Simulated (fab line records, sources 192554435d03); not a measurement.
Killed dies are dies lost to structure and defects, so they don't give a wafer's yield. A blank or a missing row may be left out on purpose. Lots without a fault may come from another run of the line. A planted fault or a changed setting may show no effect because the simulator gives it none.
Which tool did it? | flow n5_finfet | 10 lots, 30 wafers sampled, at 5 steps of a route of 1938

WHAT THE GAUGES READ, wafer by wafer
N5_BEOL_M4_RC_MEAS_101. Usual: DIBL_N 36.0 mV/V, standard deviation 1.9; DIBL_P 35.6 mV/V, standard deviation 2.2; IOFF_N 0.15 nA/um, standard deviation 0.031; IOFF_P 0.19 nA/um, standard deviation 0.032; ION_N 668 uA/um, standard deviation 11; ION_P 455 uA/um, standard deviation 7.2; SS_N 71.5 mV/dec, standard deviation 0.65; SS_P 73.4 mV/dec, standard deviation 0.64; VT_N 251 mV, standard deviation 3.6; VT_P -253 mV, standard deviation 3.3.
lot  | measured     | on        | DIBL_N (mV/V)  | DIBL_P (mV/V)  | IOFF_N (nA/um) | IOFF_P (nA/um) | ION_N (uA/um) | ION_P (uA/um) | SS_N (mV/dec)  | SS_P (mV/dec)  | VT_N (mV)   | VT_P (mV)      | flag
L438 | day 8 22:11  | prober-01 | 36.4 35.7 37.5 | 35.6 34.2 36.3 | 0.15 0.14 0.17 | 0.21 0.19 0.22 | 671 664 675   | 461 460 457   | 70.7 70.1 71.0 | 73.6 73.3 73.7 | 249 251 250 | -249 -251 -250 |
L440 | day 9 06:52  | prober-01 | 34.8 36.2 36.5 | 34.5 35.2 35.6 | 0.13 0.15 0.15 | 0.17 0.17 0.17 | 647 663 655   | 445 453 441   | 71.1 70.9 71.8 | 72.7 72.5 73.5 | 252 254 251 | -253 -253 -254 |
L441 | day 10 10:39 | prober-02 | 38.1 36.1 35.0 | 37.8 36.1 33.9 | 0.20 0.16 0.15 | 0.23 0.20 0.17 | 685 676 665   | 463 459 453   | 71.4 71.4 71.7 | 73.6 73.3 72.9 | 241 251 251 | -249 -253 -254 |
L445 | day 11 06:08 | prober-01 | 35.6 35.2 37.1 | 33.8 34.4 36.4 | 0.12 0.12 0.16 | 0.16 0.16 0.20 | 663 653 662   | 451 453 452   | 71.1 70.9 71.8 | 72.4 73.9 73.0 | 253 254 251 | -256 -254 -253 |
L448 | day 13 00:28 | prober-01 | 33.1 33.8 32.3 | 33.0 33.7 31.0 | 0.11 0.12 0.10 | 0.17 0.17 0.14 | 663 661 658   | 455 454 449   | 70.5 71.3 70.5 | 72.5 73.3 73.1 | 251 250 255 | -254 -253 -256 |
L451 | day 13 16:12 | prober-02 | 36.9 36.6 38.0 | 37.9 38.0 38.5 | 0.18 0.16 0.20 | 0.21 0.20 0.22 | 683 668 685   | 459 453 461   | 71.5 71.7 71.9 | 73.2 73.3 74.0 | 246 252 247 | -253 -250 -250 |
L453 | day 13 17:46 | prober-01 | 36.3 35.7 36.9 | 38.5 36.3 38.1 | 0.16 0.16 0.18 | 0.21 0.17 0.20 | 666 666 668   | 458 445 458   | 71.4 72.0 72.0 | 73.7 73.4 73.8 | 248 249 251 | -253 -258 -256 |
L454 | day 13 20:47 | prober-01 | 34.9 35.5 33.6 | 35.3 36.0 34.6 | 0.14 0.15 0.13 | 0.18 0.20 0.18 | 667 662 667   | 454 450 461   | 71.1 71.2 71.0 | 73.0 73.4 73.0 | 251 249 251 | -253 -248 -252 |
L456 | day 14 01:58 | prober-02 | 39.8 38.8 38.1 | 39.7 38.4 37.0 | 0.22 0.18 0.17 | 0.24 0.24 0.20 | 700 674 671   | 467 462 458   | 71.8 72.7 71.4 | 74.1 74.6 73.9 | 248 248 250 | -250 -252 -253 |
L457 | day 14 19:54 | prober-01 | 37.3 36.7 38.7 | 36.5 35.3 39.4 | 0.17 0.15 0.21 | 0.20 0.18 0.25 | 679 665 686   | 457 451 462   | 71.4 72.2 72.4 | 73.6 72.7 73.9 | 247 250 243 | -251 -253 -251 |

N5_BEOL_M5_THK_MEAS_01. Usual: M5_ILD_THK 120.8 nm, standard deviation 1.5.
lot  | measured     | on            | M5_ILD_THK (nm)   | flag
L438 | day 8 23:34  | film_metro-01 | 123.0 123.7 121.8 |
L440 | day 9 08:34  | film_metro-02 | 121.7 121.2 120.0 |
L441 | day 10 12:11 | film_metro-02 | 119.3 121.0 120.6 |
L445 | day 11 08:08 | film_metro-02 | 119.8 119.3 123.2 |
L448 | day 13 01:42 | film_metro-01 | 120.1 121.4 122.5 |
L451 | day 13 17:44 | film_metro-01 | 120.4 120.2 121.3 |
L453 | day 13 19:47 | film_metro-02 | 119.6 119.9 122.6 |
L454 | day 13 22:21 | film_metro-02 | 120.1 119.7 119.7 |
L456 | day 14 03:41 | film_metro-01 | 40.1 40.5 40.4    | OFF
L457 | day 14 21:26 | film_metro-02 | 43.2 41.8 40.4    | OFF

WHICH TOOL RAN EACH LOT (tool, then ch and the chambers of the sampled wafers, then the start)
lot  | N5_BEOL_M4_SPUTTER_92        | N5_BEOL_M4_SPUTTER_96        | N5_BEOL_M5_ILD_DEP_00
L438 | pvd_sputter-03, day 8 19:01  | pvd_sputter-03, day 8 19:28  | pecvd-03 ch 1,2, day 8 22:59
L440 | pvd_sputter-02, day 9 04:49  | pvd_sputter-02, day 9 05:16  | pecvd-03 ch 0,1,2, day 9 07:31
L441 | pvd_sputter-03, day 10 09:06 | pvd_sputter-03, day 10 09:32 | pecvd-01 ch 0,2, day 10 11:37
L445 | pvd_sputter-01, day 11 04:25 | pvd_sputter-01, day 11 04:51 | pecvd-03 ch 0,2, day 11 06:56
L448 | pvd_sputter-02, day 12 22:37 | pvd_sputter-02, day 12 23:04 | pecvd-01 ch 1,2, day 13 01:07
L451 | pvd_sputter-02, day 13 14:40 | pvd_sputter-02, day 13 15:06 | pecvd-03 ch 0,1,2, day 13 17:10
L453 | pvd_sputter-01, day 13 16:04 | pvd_sputter-01, day 13 16:31 | pecvd-01 ch 1,2, day 13 18:34
L454 | pvd_sputter-03, day 13 18:47 | pvd_sputter-03, day 13 19:13 | pecvd-03 ch 0,1,2, day 13 21:18
L456 | pvd_sputter-01, day 14 00:07 | pvd_sputter-01, day 14 00:34 | pecvd-01 ch 0,1,2, day 14 02:38
L457 | pvd_sputter-01, day 14 17:27 | pvd_sputter-01, day 14 17:53 | pecvd-01 ch 0,1,2, day 14 20:52
- N5_BEOL_M4_SPUTTER_92: material Cu, target thk 4.5 nm, time 8.29 s.
- N5_BEOL_M4_SPUTTER_96: material Cu, target thk 4.5 nm, time 8.29 s.
- N5_BEOL_M5_ILD_DEP_00: deposits SiCOH lowk from DEMS/porogen, target thk 140.64 nm, time 25.9 s.

WHAT THE TOOLS THEMSELVES READ (means of the sampled wafers that have a number; where no wafer has one, the mark that the record gives instead)
N5_BEOL_M4_SPUTTER_92. Usual: throttle_valve_pct 29.8 %, standard deviation 0.81.
lot  | tool           | throttle_valve_pct (%) | flag
L438 | pvd_sputter-03 | 29.2                   |
L440 | pvd_sputter-02 | 29.6                   |
L441 | pvd_sputter-03 | 30.1                   |
L445 | pvd_sputter-01 | 29.8                   |
L448 | pvd_sputter-02 | 29.9                   |
L451 | pvd_sputter-02 | 29.6                   |
L453 | pvd_sputter-01 | 29.7                   |
L454 | pvd_sputter-03 | 29.6                   |
L456 | pvd_sputter-01 | 29.5                   |
L457 | pvd_sputter-01 | 29.9                   |

N5_BEOL_M4_SPUTTER_96. Usual: throttle_valve_pct 29.8 %, standard deviation 0.8.
lot  | tool           | throttle_valve_pct (%) | flag
L438 | pvd_sputter-03 | 29.2                   |
L440 | pvd_sputter-02 | 29.7                   |
L441 | pvd_sputter-03 | 30.1                   |
L445 | pvd_sputter-01 | 29.9                   |
L448 | pvd_sputter-02 | 29.7                   |
L451 | pvd_sputter-02 | 29.4                   |
L453 | pvd_sputter-01 | 29.8                   |
L454 | pvd_sputter-03 | 29.6                   |
L456 | pvd_sputter-01 | 29.5                   |
L457 | pvd_sputter-01 | 29.8                   |

N5_BEOL_M5_ILD_DEP_00. Usual: heater_power_w 352 W, standard deviation 43; showerhead_plenum_p_Torr 5.731 Torr, standard deviation 0.013; throttle_valve_pct 13.7 %, standard deviation 0.58.
lot  | tool     | heater_power_w (W) | showerhead_plenum_p_Torr (Torr) | throttle_valve_pct (%) | flag
L438 | pecvd-03 | 388                | 5.731                           | 13.2                   |
L440 | pecvd-03 | 348                | 5.729                           | 13.4                   |
L441 | pecvd-01 | 385                | 5.733                           | 14.0                   |
L445 | pecvd-03 | 362                | 5.729                           | 13.2                   |
L448 | pecvd-01 | 375                | 5.743                           | 13.5                   |
L451 | pecvd-03 | 336                | 5.739                           | 13.3                   |
L453 | pecvd-01 | 334                | 5.732                           | 13.8                   |
L454 | pecvd-03 | 335                | 5.727                           | 13.5                   |
L456 | pecvd-01 | 337                | 5.740                           | 14.0                   |
L457 | pecvd-01 | 359                | 5.732                           | 14.1                   |

THE ANSWER, worked out from the rows above alone
Rule: a lot is off if the mean of its wafers that have a number lies more than 3 standard deviations from the usual mean. A lot without any number at a reading at which 4 lots or more have one is off too. The other lots that the step has rows for count as sound. The gauges are gone through in route order, then the tools' own readings, and for those a lot's mean is taken as printed above. The first step at which some lot is off is used, and at that step the reading that is off furthest; a lot without a number counts as furthest.
Off: L456, L457, at N5_BEOL_M5_THK_MEAS_01 (M5_ILD_THK).
A tool fits if, at a process step before that reading, it ran every lot that is off, and no sound lot after the first of them. The gauges at N5_BEOL_M5_THK_MEAS_01 are tried like those tools. Can't be told from this: 2 tools fit, pvd_sputter-01 at N5_BEOL_M4_SPUTTER_92 and N5_BEOL_M4_SPUTTER_96, pecvd-01 at N5_BEOL_M5_ILD_DEP_00.

WHAT THE SIMULATOR HAD PUT IN
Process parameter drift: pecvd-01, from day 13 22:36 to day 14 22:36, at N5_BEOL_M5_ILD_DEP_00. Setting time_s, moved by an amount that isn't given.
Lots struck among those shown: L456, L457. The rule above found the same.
